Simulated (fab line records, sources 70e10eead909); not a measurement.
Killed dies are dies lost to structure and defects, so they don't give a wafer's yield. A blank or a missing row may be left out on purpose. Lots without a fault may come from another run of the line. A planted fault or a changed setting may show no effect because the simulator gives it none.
Chamber matching | flow nand_harc | NHARC_A_CHANNEL_FILL_D1_ALD_16 on ald_hk-02: 4 sister chambers
The step deposits SiO2, target thk 1.5 nm, pulse time 10 s, ald cycles 15. 4 wafers are shown with their chamber, then 10 later ones without.

WAFERS WITH THEIR CHAMBER
wafer  | chamber | heater_power_w (W)
L081.3 | 1       | 548
L083.2 | 2       | 511
L087.1 | 3       | 440
L087.2 | 0       | 461

WAFERS WITHOUT THEIR CHAMBER
wafer  | heater_power_w (W)
L087.3 | 497
L091.3 | 506
L091.4 | 507
L091.6 | 525
L092.2 | 553
L092.4 | 496
L092.5 | 513
L096.1 | 490
L096.4 | 525
L096.6 | 496

WHICH CHAMBER EACH WENT THROUGH
wafer  | from the rows above     | in truth
L087.3 | can't be placed: 2 or 0 | 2
L091.3 | 2                       | 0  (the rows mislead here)
L091.4 | 2                       | 2
L091.6 | can't be placed: 2 or 1 | 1
L092.2 | 1                       | 1
L092.4 | can't be placed: 2 or 0 | 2
L092.5 | 2                       | 2
L096.1 | can't be placed: 2 or 0 | 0
L096.4 | can't be placed: 2 or 1 | 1
L096.6 | can't be placed: 2 or 0 | 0
Placed correctly: 3 of 10. Can't be placed from these rows: 6 (the true chamber is among the candidates in 6). Placed wrongly: 1.
How it was worked out, from the rows above alone: a wafer's distance from a chamber is the root of the sum, over the readings, of the square of ((its reading less the chamber's mean) divided by the reading's scatter). The wafer belongs to the nearest chamber; if the next one is less than 2 further off, it can't be placed. A chamber's mean is the mean of its shown wafers. The scatter: with one shown wafer a chamber, the root of the mean of the squares of how far each hidden wafer lies from its nearest shown one.
